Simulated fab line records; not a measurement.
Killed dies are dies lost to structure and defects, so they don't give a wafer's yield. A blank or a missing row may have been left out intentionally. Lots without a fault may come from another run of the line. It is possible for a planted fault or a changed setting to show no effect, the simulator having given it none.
8D (eight disciplines) problem report, filled in by code    flow nand_harc    the parts of the form that need people (team, actions taken, sign-off) are left out

## 1. WHAT IS WRONG
A mean of 623 nm is read at NHARC_A_ONON_D1_THK_MEAS_30 for thk_nm, taken on 1 wafer of 1 lot, against 998 nm (standard deviation 7.6) on wafers free of any fault. Measured from the usual mean, that is -49 standard deviations.
The step: measures by ellipsometry.
The first sign was on wafer L973.1 at day 13 06:40, on film_metro-02. The record holds 39 wafers of 13 lots with a number at this step. Rule for "out" (also "out of limits"): further than 4 standard deviations from the usual mean. Any other wafer with a number is counted as sound.

## 2. WHAT IT IS; WHAT IT IS NOT
question                     is                 is not
which readings at this step  thk_nm             -
which lots                   L973               L962, L964, L966, L967, L968, L970, L979, L980, L981, L982, L983, L984
which wafers of those lots   L973.1             L973.2, L973.5
read on which gauges         film_metro-02      film_metro-01
when                         from day 13 06:40  up to then (20 sound wafers); but 18 sound wafers of L979, L980, L981, L982, L983, L984 came after

## 3. SUSPECTS, AND WHAT RULES EACH OUT
Counting: if a tool at a process step up to the reading ran every lot that is out, it stays a suspect. Sound lots after the first of them don't rule it out here, since some wafers of a struck lot are sound.
- the gauge at NHARC_A_ONON_D1_THK_MEAS_30: kept. All the wafers that are out were read on film_metro-02, and no step on other tools shows them out.
- rie_diel-13 at NHARC_A_ZERO_WELL_DESCUM_12 (chemistry O2, time 3 s): kept. The lot that is out, L973, ran on it at day 11 20:16; the last sound lot it ran before that was L970, at day 10 20:35.
- pecvd_onon-02 at NHARC_A_ONON_D1_DEP_28 (target thk 1000 nm): kept. The lot that is out, L973, ran on it at day 13 06:10; the last sound lot it ran before that was L968, at day 11 02:51.
- In rie_diel-13 at NHARC_A_ZERO_WELL_DESCUM_12, the wafers that are out were processed in chamber 2 and their sound lot-mates in chambers 1, 3.
Still standing after the count: rie_diel-13 at NHARC_A_ZERO_WELL_DESCUM_12, pecvd_onon-02 at NHARC_A_ONON_D1_DEP_28, film_metro-02 at NHARC_A_ONON_D1_THK_MEAS_30.

## 4. THE CAUSE (what the simulator had put in)
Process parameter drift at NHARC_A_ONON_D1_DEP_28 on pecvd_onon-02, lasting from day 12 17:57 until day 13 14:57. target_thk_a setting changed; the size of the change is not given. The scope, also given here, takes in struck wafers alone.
After counting, 3 suspects remain, this tool included.

## 5. SEQUENCE OF EFFECTS, ordered by route
Each row: a reading where the mean over the struck wafers with a number is more than 3 standard deviations away from the usual. Only readings for which the record gives a usual standard deviation are gone through. hours: the time from each lot's start at the first step in this table that gives one to its start at this step, as a median over the lots. sigmas: the change in usual standard deviations.
hours  step                         reading  usual   on struck wafers  change  sigmas
0      NHARC_A_ONON_D1_THK_MEAS_30  thk_nm   998 nm  623               -375    -49

## 6. WHAT WOULD HAVE CAUGHT IT SOONER
The first out-of-limits reading at a measuring or inspecting step in this record came at day 13 06:40, 13 hours after the fault's start at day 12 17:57.
All the lots that are out (1) had begun NHARC_A_ONON_D1_DEP_28 on pecvd_onon-02 by day 13 06:40. None of them would have been spared by holding the tool at that moment.
